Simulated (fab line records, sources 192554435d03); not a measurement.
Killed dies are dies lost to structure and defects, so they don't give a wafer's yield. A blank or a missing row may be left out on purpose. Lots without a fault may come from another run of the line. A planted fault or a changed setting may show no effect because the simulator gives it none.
Which tool did it? | flow n5_finfet | 24 lots, 72 wafers sampled, at 6 steps of a route of 1938

WHAT THE GAUGES READ, wafer by wafer
The record holds no reading of a measuring or inspecting step that can be judged against a usual standard deviation.

WHICH TOOL RAN EACH LOT (tool, then ch and the chambers of the sampled wafers, then the start)
lot  | N5_BEOL_M2_ETCHBACK_99             | N5_BEOL_M2_TRENCH_ETCH_37                     | N5_BEOL_M2_DEGAS_44          | N5_BEOL_M2_ANNEAL_49         | N5_BEOL_M2_ANNEAL_87         | N5_BEOL_M2_SPUTTER_88
L074 | rie_diel-01 ch 0,1,3, day 6 17:04  | rie_diel-01 ch 0,1,3, day 6 18:13 or earlier  | pvd_sputter-03, day 6 18:13  | pvd_sputter-03, day 6 19:17  | pvd_sputter-03, day 6 19:57  | pvd_sputter-03, day 6 20:05
L075 | rie_diel-06 ch 0,1,2, day 7 04:44  | rie_diel-06 ch 0,1,2, day 7 05:25 or earlier  | pvd_sputter-03, day 7 05:25  | pvd_sputter-02, day 7 06:29  | pvd_sputter-02, day 7 07:09  | pvd_sputter-02, day 7 07:17
L076 | rie_diel-04 ch 0,1,2, day 8 02:47  | rie_diel-04 ch 0,1,2, day 8 03:23 or earlier  | pvd_sputter-03, day 8 03:23  | pvd_sputter-02, day 8 04:00  | pvd_sputter-02, day 8 04:40  | pvd_sputter-02, day 8 04:48
L077 | rie_diel-06 ch 0,2, day 8 02:47    | rie_diel-06 ch 0,2, day 8 03:25 or earlier    | pvd_sputter-01, day 8 03:25  | pvd_sputter-03, day 8 04:13  | pvd_sputter-03, day 8 10:27  | pvd_sputter-03, day 8 10:35
L078 | rie_diel-01 ch 0,2, day 8 10:16    | rie_diel-01 ch 0,2, day 8 11:33 or earlier    | pvd_sputter-03, day 8 11:33  | pvd_sputter-02, day 8 12:33  | pvd_sputter-02, day 8 13:13  | pvd_sputter-02, day 8 13:21
L079 | rie_diel-04 ch 1,2,3, day 9 23:38  | rie_diel-04 ch 1,2,3, day 10 00:14 or earlier | pvd_sputter-02, day 10 00:14 | pvd_sputter-02, day 10 00:52 | pvd_sputter-02, day 10 01:31 | pvd_sputter-02, day 10 01:40
L080 | rie_diel-06 ch 0,2,3, day 10 08:22 | rie_diel-06 ch 0,2,3, day 10 09:07 or earlier | pvd_sputter-01, day 10 09:07 | pvd_sputter-03, day 10 09:54 | pvd_sputter-03, day 10 10:34 | pvd_sputter-03, day 10 10:42
L081 | rie_diel-01 ch 1,2, day 10 08:24   | rie_diel-01 ch 1,2, day 10 09:08 or earlier   | pvd_sputter-02, day 10 09:08 | pvd_sputter-03, day 10 11:44 | pvd_sputter-03, day 10 12:24 | pvd_sputter-03, day 10 12:32
L082 | rie_diel-01 ch 0,1,3, day 10 11:50 | rie_diel-01 ch 0,1,3, day 10 12:59 or earlier | pvd_sputter-01, day 10 12:59 | pvd_sputter-02, day 10 13:45 | pvd_sputter-02, day 10 14:25 | pvd_sputter-02, day 10 14:33
L083 | rie_diel-06 ch 0,3, day 10 22:43   | rie_diel-06 ch 0,3, day 10 23:41 or earlier   | pvd_sputter-03, day 10 23:41 | pvd_sputter-02, day 11 01:10 | pvd_sputter-02, day 11 01:49 | pvd_sputter-02, day 11 01:58
L084 | rie_diel-06 ch 0,2,3, day 11 00:50 | rie_diel-06 ch 0,2,3, day 11 01:51 or earlier | pvd_sputter-03, day 11 01:51 | pvd_sputter-03, day 11 02:33 | pvd_sputter-03, day 11 03:13 | pvd_sputter-03, day 11 03:21
L085 | rie_diel-01 ch 0,2,3, day 11 15:16 | rie_diel-01 ch 0,2,3, day 11 16:16 or earlier | pvd_sputter-02, day 11 16:16 | pvd_sputter-03, day 11 16:54 | pvd_sputter-03, day 11 17:34 | pvd_sputter-03, day 11 17:42
L086 | rie_diel-04 ch 0,2, day 11 15:22   | rie_diel-04 ch 0,2, day 11 16:18 or earlier   | pvd_sputter-01, day 11 16:18 | pvd_sputter-01, day 11 17:04 | pvd_sputter-01, day 11 17:44 | pvd_sputter-01, day 11 17:52
L088 | rie_diel-06 ch 0,1, day 11 15:26   | rie_diel-06 ch 0,1, day 11 16:20 or earlier   | pvd_sputter-02, day 11 16:20 | pvd_sputter-01, day 11 18:55 | pvd_sputter-01, day 11 19:34 | pvd_sputter-01, day 11 19:43
L087 | rie_diel-06 ch 0,3, day 11 15:50   | rie_diel-06 ch 0,3, day 11 16:31 or earlier   | pvd_sputter-02, day 11 16:31 | pvd_sputter-03, day 11 18:44 | pvd_sputter-03, day 11 19:24 | pvd_sputter-03, day 11 19:32
L089 | rie_diel-01 ch 0,1,3, day 12 19:26 | rie_diel-01 ch 0,1,3, day 12 20:01 or earlier | pvd_sputter-02, day 12 20:01 | pvd_sputter-02, day 12 20:58 | pvd_sputter-02, day 12 21:38 | pvd_sputter-02, day 12 21:46
L090 | rie_diel-01 ch 0,2, day 12 22:13   | rie_diel-01 ch 0,2, day 12 23:11 or earlier   | pvd_sputter-01, day 12 23:11 | pvd_sputter-02, day 13 01:08 | pvd_sputter-02, day 13 01:47 | pvd_sputter-02, day 13 01:56
L092 | rie_diel-06 ch 0,1,3, day 13 01:50 | rie_diel-06 ch 0,1,3, day 13 02:46 or earlier | pvd_sputter-01, day 13 02:46 | pvd_sputter-01, day 13 04:34 | pvd_sputter-01, day 13 05:13 | pvd_sputter-01, day 13 05:22
L091 | rie_diel-04 ch 0,1,3, day 13 01:53 | rie_diel-04 ch 0,1,3, day 13 02:51 or earlier | pvd_sputter-01, day 13 02:51 | pvd_sputter-03, day 13 04:41 | pvd_sputter-03, day 13 05:21 | pvd_sputter-03, day 13 05:29
L093 | rie_diel-01 ch 0,3, day 13 04:20   | rie_diel-01 ch 0,3, day 13 05:23 or earlier   | pvd_sputter-02, day 13 05:23 | pvd_sputter-01, day 13 06:31 | pvd_sputter-01, day 13 07:11 | pvd_sputter-01, day 13 07:19
L096 | rie_diel-01 ch 1,2,3, day 14 10:37 | rie_diel-01 ch 1,2,3, day 14 11:30 or earlier | pvd_sputter-03, day 14 11:30 | pvd_sputter-03, day 14 12:30 | pvd_sputter-03, day 14 13:10 | pvd_sputter-03, day 14 13:18
L095 | rie_diel-06 ch 0,2,3, day 14 10:39 | rie_diel-06 ch 0,2,3, day 14 11:37 or earlier | pvd_sputter-02, day 14 11:37 | pvd_sputter-02, day 14 12:37 | pvd_sputter-02, day 14 13:16 | pvd_sputter-02, day 14 13:25
L094 | rie_diel-01 ch 3, day 14 13:58     | rie_diel-01 ch 3, day 14 15:01 or earlier     | pvd_sputter-02, day 14 15:01 | pvd_sputter-02, day 14 15:47 | pvd_sputter-02, day 14 16:27 | pvd_sputter-02, day 14 16:35
L097 | rie_diel-06 ch 0,3, day 14 14:10   | rie_diel-06 ch 0,3, day 14 15:05 or earlier   | pvd_sputter-02, day 14 15:05 | pvd_sputter-03, day 14 16:04 | pvd_sputter-03, day 14 16:44 | pvd_sputter-03, day 14 16:52
- N5_BEOL_M2_ETCHBACK_99: etches SiO2 in CHF3, target depth 5 nm, time 10.4 s.
- N5_BEOL_M2_TRENCH_ETCH_37: etches SiOC in C4F6/O2, target depth 55.555 nm, time 29.2 s.
- N5_BEOL_M2_DEGAS_44: time 60 s.
- N5_BEOL_M2_ANNEAL_49: time 240 s.
- N5_BEOL_M2_ANNEAL_87: time 240 s.
- N5_BEOL_M2_SPUTTER_88: material Cu, target thk 4.5 nm, time 8.29 s.

WHAT THE TOOLS THEMSELVES READ (means of the sampled wafers that have a number; where no wafer has one, the mark that the record gives instead)
N5_BEOL_M2_ETCHBACK_99. Usual: CHF3_flow_sccm 12.00 sccm, standard deviation 0.038; drypump_motor_current_A 5.8 A, standard deviation 0.35; oes_product_au 0.78 a.u., standard deviation 0.055; rf_vpp_V 241 V, standard deviation 3.2; showerhead_plenum_p_Torr 2.17 Torr, standard deviation 0.052; throttle_valve_pct 17.14 %, standard deviation 0.17.
lot  | tool        | CHF3_flow_sccm (sccm) | drypump_motor_current_A (A) | oes_product_au (a.u.) | rf_vpp_V (V) | showerhead_plenum_p_Torr (Torr) | throttle_valve_pct (%) | flag
L074 | rie_diel-01 | 12.01                 | 5.7                         | 0.83                  | 243          | 2.21                            | 17.09                  |
L075 | rie_diel-06 | 12.01                 | 5.6                         | 0.78                  | 242          | 2.18                            | 17.09                  |
L076 | rie_diel-04 | 12.04                 | 5.7                         | 0.82                  | 240          | 2.22                            | 17.06                  |
L077 | rie_diel-06 | 12.02                 | 5.7                         | 0.74                  | 239          | 2.17                            | 17.15                  |
L078 | rie_diel-01 | 11.97                 | 6.0                         | 0.85                  | 241          | 2.15                            | 17.14                  |
L079 | rie_diel-04 | 11.99                 | 5.7                         | 0.75                  | 242          | 2.20                            | 17.06                  |
L080 | rie_diel-06 | 11.99                 | 5.7                         | 0.74                  | 239          | 2.17                            | 17.09                  |
L081 | rie_diel-01 | 11.96                 | 6.0                         | 0.83                  | 239          | 2.12                            | 17.15                  |
L082 | rie_diel-01 | 12.00                 | 5.7                         | 0.81                  | 243          | 2.20                            | 17.12                  |
L083 | rie_diel-06 | 12.00                 | 5.9                         | 0.73                  | 237          | 2.14                            | 17.20                  |
L084 | rie_diel-06 | 11.98                 | 5.6                         | 0.73                  | 240          | 2.17                            | 17.10                  |
L085 | rie_diel-01 | 12.01                 | 5.9                         | 0.80                  | 242          | 2.17                            | 17.21                  |
L086 | rie_diel-04 | 11.93                 | 5.8                         | 0.76                  | 241          | 2.23                            | 17.36                  |
L088 | rie_diel-06 | 12.02                 | 5.8                         | 0.79                  | 242          | 2.15                            | 17.16                  |
L087 | rie_diel-06 | 12.00                 | 6.0                         | 0.73                  | 238          | 2.13                            | 17.21                  |
L089 | rie_diel-01 | 12.02                 | 5.7                         | 0.78                  | 242          | 2.19                            | 17.17                  |
L090 | rie_diel-01 | 11.97                 | 6.0                         | 0.81                  | 242          | 2.14                            | 17.20                  |
L092 | rie_diel-06 | 12.04                 | 5.9                         | 0.75                  | 240          | 2.14                            | 17.17                  |
L091 | rie_diel-04 | 12.02                 | 6.1                         | 0.78                  | 241          | 2.21                            | 16.92                  |
L093 | rie_diel-01 | 12.01                 | 5.6                         | 0.76                  | 243          | 2.19                            | 17.25                  |
L096 | rie_diel-01 | 11.99                 | 5.8                         | 0.76                  | 241          | 2.13                            | 17.22                  |
L095 | rie_diel-06 | 12.00                 | 5.7                         | 0.70                  | 240          | 2.16                            | 17.16                  |
L094 | rie_diel-01 | 11.94                 | 5.6                         | 0.72                  | 242          | 2.15                            | 17.35                  |
L097 | rie_diel-06 | 12.00                 | 5.9                         | 0.71                  | 236          | 2.12                            | 17.26                  |

N5_BEOL_M2_TRENCH_ETCH_37. Usual: drypump_motor_current_A 5.8 A, standard deviation 0.35; oes_product_au 0.77 a.u., standard deviation 0.053; rf_vpp_V 667 V, standard deviation 8.5; showerhead_plenum_p_Torr 2.87 Torr, standard deviation 0.067; throttle_valve_pct 20.93 %, standard deviation 0.18.
lot  | tool        | drypump_motor_current_A (A) | oes_product_au (a.u.) | rf_vpp_V (V) | showerhead_plenum_p_Torr (Torr) | throttle_valve_pct (%) | flag
L074 | rie_diel-01 | 5.7                         | 0.83                  | 671          | 2.92                            | 20.91                  |
L075 | rie_diel-06 | 5.6                         | 0.78                  | 668          | 2.89                            | 20.87                  |
L076 | rie_diel-04 | 5.7                         | 0.81                  | 665          | 2.94                            | 20.85                  |
L077 | rie_diel-06 | 5.7                         | 0.74                  | 659          | 2.87                            | 20.91                  |
L078 | rie_diel-01 | 6.1                         | 0.85                  | 667          | 2.85                            | 20.96                  |
L079 | rie_diel-04 | 5.8                         | 0.75                  | 670          | 2.90                            | 20.82                  |
L080 | rie_diel-06 | 5.7                         | 0.74                  | 662          | 2.87                            | 20.86                  |
L081 | rie_diel-01 | 6.1                         | 0.84                  | 663          | 2.81                            | 20.96                  |
L082 | rie_diel-01 | 5.7                         | 0.80                  | 671          | 2.91                            | 20.94                  |
L083 | rie_diel-06 | 5.9                         | 0.74                  | 655          | 2.82                            | 20.96                  |
L084 | rie_diel-06 | 5.7                         | 0.73                  | 663          | 2.87                            | 20.87                  |
L085 | rie_diel-01 | 5.9                         | 0.80                  | 670          | 2.87                            | 21.00                  |
L086 | rie_diel-04 | 5.7                         | 0.76                  | 670          | 2.95                            | 21.15                  |
L088 | rie_diel-06 | 5.8                         | 0.79                  | 670          | 2.85                            | 20.95                  |
L087 | rie_diel-06 | 6.0                         | 0.73                  | 656          | 2.82                            | 20.98                  |
L089 | rie_diel-01 | 5.7                         | 0.78                  | 671          | 2.90                            | 20.96                  |
L090 | rie_diel-01 | 6.1                         | 0.81                  | 666          | 2.83                            | 21.00                  |
L092 | rie_diel-06 | 5.9                         | 0.75                  | 664          | 2.84                            | 20.95                  |
L091 | rie_diel-04 | 6.1                         | 0.79                  | 666          | 2.92                            | 20.67                  |
L093 | rie_diel-01 | 5.7                         | 0.76                  | 672          | 2.89                            | 21.03                  |
L096 | rie_diel-01 | 5.9                         | 0.77                  | 666          | 2.82                            | 21.04                  |
L095 | rie_diel-06 | 5.6                         | 0.71                  | 661          | 2.85                            | 20.93                  |
L094 | rie_diel-01 | 5.6                         | 0.73                  | 669          | 2.85                            | 21.13                  |
L097 | rie_diel-06 | 6.0                         | 0.71                  | 655          | 2.81                            | 21.01                  |

N5_BEOL_M2_DEGAS_44. Usual: heater_power_w 342 W, standard deviation 35.
lot  | tool           | heater_power_w (W) | flag
L074 | pvd_sputter-03 | 302                |
L075 | pvd_sputter-03 | 311                |
L076 | pvd_sputter-03 | 293                |
L077 | pvd_sputter-01 | 368                |
L078 | pvd_sputter-03 | 285                |
L079 | pvd_sputter-02 | 343                |
L080 | pvd_sputter-01 | 364                |
L081 | pvd_sputter-02 | 353                |
L082 | pvd_sputter-01 | 372                |
L083 | pvd_sputter-03 | 296                |
L084 | pvd_sputter-03 | 293                |
L085 | pvd_sputter-02 | 364                |
L086 | pvd_sputter-01 | 374                |
L088 | pvd_sputter-02 | 359                |
L087 | pvd_sputter-02 | 340                |
L089 | pvd_sputter-02 | 367                |
L090 | pvd_sputter-01 | 376                |
L092 | pvd_sputter-01 | 368                |
L091 | pvd_sputter-01 | 370                |
L093 | pvd_sputter-02 | 356                |
L096 | pvd_sputter-03 | 306                |
L095 | pvd_sputter-02 | 354                |
L094 | pvd_sputter-02 | 345                |
L097 | pvd_sputter-02 | 359                |

N5_BEOL_M2_ANNEAL_49. Usual: heater_power_w 846 W, standard deviation 92.
lot  | tool           | heater_power_w (W) | flag
L074 | pvd_sputter-03 | 766                |
L075 | pvd_sputter-02 | 880                |
L076 | pvd_sputter-02 | 930                |
L077 | pvd_sputter-03 | 744                |
L078 | pvd_sputter-02 | 860                |
L079 | pvd_sputter-02 | 857                |
L080 | pvd_sputter-03 | 725                |
L081 | pvd_sputter-03 | 811                |
L082 | pvd_sputter-02 | 870                |
L083 | pvd_sputter-02 | 874                |
L084 | pvd_sputter-03 | 752                |
L085 | pvd_sputter-03 | 752                |
L086 | pvd_sputter-01 | 925                |
L088 | pvd_sputter-01 | 926                |
L087 | pvd_sputter-03 | 755                |
L089 | pvd_sputter-02 | 866                |
L090 | pvd_sputter-02 | 902                |
L092 | pvd_sputter-01 | 887                |
L091 | pvd_sputter-03 | 803                |
L093 | pvd_sputter-01 | 915                |
L096 | pvd_sputter-03 | 779                |
L095 | pvd_sputter-02 | 934                |
L094 | pvd_sputter-02 | 920                |
L097 | pvd_sputter-03 | 763                |

N5_BEOL_M2_ANNEAL_87. Usual: heater_power_w 843 W, standard deviation 93.
lot  | tool           | heater_power_w (W) | flag
L074 | pvd_sputter-03 | 774                |
L075 | pvd_sputter-02 | 892                |
L076 | pvd_sputter-02 | 945                |
L077 | pvd_sputter-03 | 745                |
L078 | pvd_sputter-02 | 845                |
L079 | pvd_sputter-02 | 856                |
L080 | pvd_sputter-03 | 736                |
L081 | pvd_sputter-03 | 803                |
L082 | pvd_sputter-02 | 883                |
L083 | pvd_sputter-02 | 879                |
L084 | pvd_sputter-03 | 722                |
L085 | pvd_sputter-03 | 759                |
L086 | pvd_sputter-01 | 929                |
L088 | pvd_sputter-01 | 933                |
L087 | pvd_sputter-03 | 769                |
L089 | pvd_sputter-02 | 874                |
L090 | pvd_sputter-02 | 912                |
L092 | pvd_sputter-01 | 880                |
L091 | pvd_sputter-03 | 770                |
L093 | pvd_sputter-01 | 913                |
L096 | pvd_sputter-03 | 756                |
L095 | pvd_sputter-02 | 910                |
L094 | pvd_sputter-02 | 920                |
L097 | pvd_sputter-03 | 771                |

N5_BEOL_M2_SPUTTER_88. Usual: throttle_valve_pct 29.6 %, standard deviation 1.1.
lot  | tool           | throttle_valve_pct (%) | flag
L074 | pvd_sputter-03 | 28.7                   |
L075 | pvd_sputter-02 | 29.9                   |
L076 | pvd_sputter-02 | 29.9                   |
L077 | pvd_sputter-03 | 29.8                   |
L078 | pvd_sputter-02 | 30.8                   |
L079 | pvd_sputter-02 | 29.6                   |
L080 | pvd_sputter-03 | 29.8                   |
L081 | pvd_sputter-03 | 28.7                   |
L082 | pvd_sputter-02 | 30.0                   |
L083 | pvd_sputter-02 | 29.9                   |
L084 | pvd_sputter-03 | 29.3                   |
L085 | pvd_sputter-03 | 29.6                   |
L086 | pvd_sputter-01 | 29.9                   |
L088 | pvd_sputter-01 | 30.0                   |
L087 | pvd_sputter-03 | 29.1                   |
L089 | pvd_sputter-02 | 30.1                   |
L090 | pvd_sputter-02 | 29.1                   |
L092 | pvd_sputter-01 | 29.6                   |
L091 | pvd_sputter-03 | 29.1                   |
L093 | pvd_sputter-01 | 29.8                   |
L096 | pvd_sputter-03 | 28.6                   |
L095 | pvd_sputter-02 | 29.5                   |
L094 | pvd_sputter-02 | 29.6                   |
L097 | pvd_sputter-03 | 28.7                   |

THE ANSWER, worked out from the rows above alone
Rule: a lot is off if the mean of its wafers that have a number lies more than 3 standard deviations from the usual mean. A lot without any number at a reading at which 4 lots or more have one is off too. The other lots that the step has rows for count as sound. The gauges are gone through in route order, then the tools' own readings, and for those a lot's mean is taken as printed above. The first step at which some lot is off is used, and at that step the reading that is off furthest; a lot without a number counts as furthest.
No lot is off at any reading shown: from this, nothing can be told.

WHAT THE SIMULATOR HAD PUT IN
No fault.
